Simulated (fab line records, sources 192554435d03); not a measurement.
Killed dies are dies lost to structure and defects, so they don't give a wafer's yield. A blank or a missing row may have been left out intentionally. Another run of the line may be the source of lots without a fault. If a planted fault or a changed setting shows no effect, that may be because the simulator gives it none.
Split-lot experiment | flow n5-finfet | 7 lots, 21 wafers read, on a route of 1938 steps

== SPLIT DETAILS ==
At N5_BEOL_M7_ETCH_41 (etches SiCN in CH3F/O2, target depth 31.9 nm, time 57.8 s), the setting source-w was moved away from the recipe's 395 W on 4 of the 21 wafers read, by -7.5% to +15.7%. This setting was run at the recipe's value on the other wafers.

The split's own step is where the reading is taken.

== THE READING ==
rf-vpp-V, in V, at N5_BEOL_M7_ETCH_41 (etches SiCN in CH3F/O2, target depth 31.9 nm, time 57.8 s). Fault-free wafers of this fab line usually give 297.3 V, standard deviation 1.5 V.

wafer  | tool, chamber at the split | source-w as run, W | against the recipe | rf-vpp-V, V | against lot-mates on the recipe
L076.1 | rie-diel-06, 1             | 395                | recipe             | 298.7       | -
L076.4 | rie-diel-06, 2             | 395                | recipe             | 297.3       | -
L076.5 | rie-diel-06, 2             | 395                | recipe             | 297.1       | -
L078.2 | rie-diel-06, 0             | 395                | recipe             | 297.1       | -
L078.5 | rie-diel-06, 3             | 435.7              | +10.3%             | 288.7       | -8.4
L078.6 | rie-diel-06, 2             | 435.7              | +10.3%             | 287.5       | -9.6
L079.2 | rie-diel-05, 3             | 395                | recipe             | 298.9       | -
L079.3 | rie-diel-05, 1             | 395                | recipe             | 298.4       | -
L079.5 | rie-diel-05, 1             | 395                | recipe             | 297.3       | -
L082.2 | rie-diel-03, 0             | 395                | recipe             | 298.1       | -
L082.4 | rie-diel-03, 0             | 395                | recipe             | 296.8       | -
L082.6 | rie-diel-03, 1             | 365.3              | -7.5%              | 301.9       | +4.4
L086.1 | rie-diel-05, 0             | 395                | recipe             | 296.9       | -
L086.5 | rie-diel-05, 2             | 457                | +15.7%             | 284.0       | -13.4
L086.6 | rie-diel-05, 1             | 395                | recipe             | 297.8       | -
L089.4 | rie-diel-06, 2             | 395                | recipe             | 296.3       | -
L089.5 | rie-diel-06, 1             | 395                | recipe             | 297.7       | -
L089.6 | rie-diel-06, 3             | 395                | recipe             | 297.4       | -
L094.2 | rie-diel-03, 2             | 395                | recipe             | 300.7       | -
L094.3 | rie-diel-03, 1             | 395                | recipe             | 294.7       | -
L094.4 | rie-diel-03, 3             | 395                | recipe             | 297.5       | -

THE FIT
A straight line over all 21 wafers: rf-vpp-V changes by -0.845 V for each +1% of source-w; r = -0.96; the points scatter about the line by 1.3 V.
The same after taking each lot's own level away (the mean of its wafers on the recipe; 21 wafers): -0.823 V for each +1%; r = -0.96; scatter 1.2 V.
That fit puts the effect of the largest move of source-w on the reading at 13 V.
Measured against the standard deviation above, the lots' own levels, which go from 297.10 to 298.20 V, span 0.7 times it.
The two slopes agree, so the slope changes little with the lot-to-lot level.
Check: with one of the wafers moved furthest among these (+15.7%) left out of the fit, the line predicts -12.8 V for it against its lot-mates. Against them it came out at -13.4 V.
Tool readings at the split's step, against how far the setting was moved: rf-vpp-V r = -0.96.

== FILE'S OWN FIT ==
rf-vpp-V changes by -0.821 V for each +1% of source-w, r = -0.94.
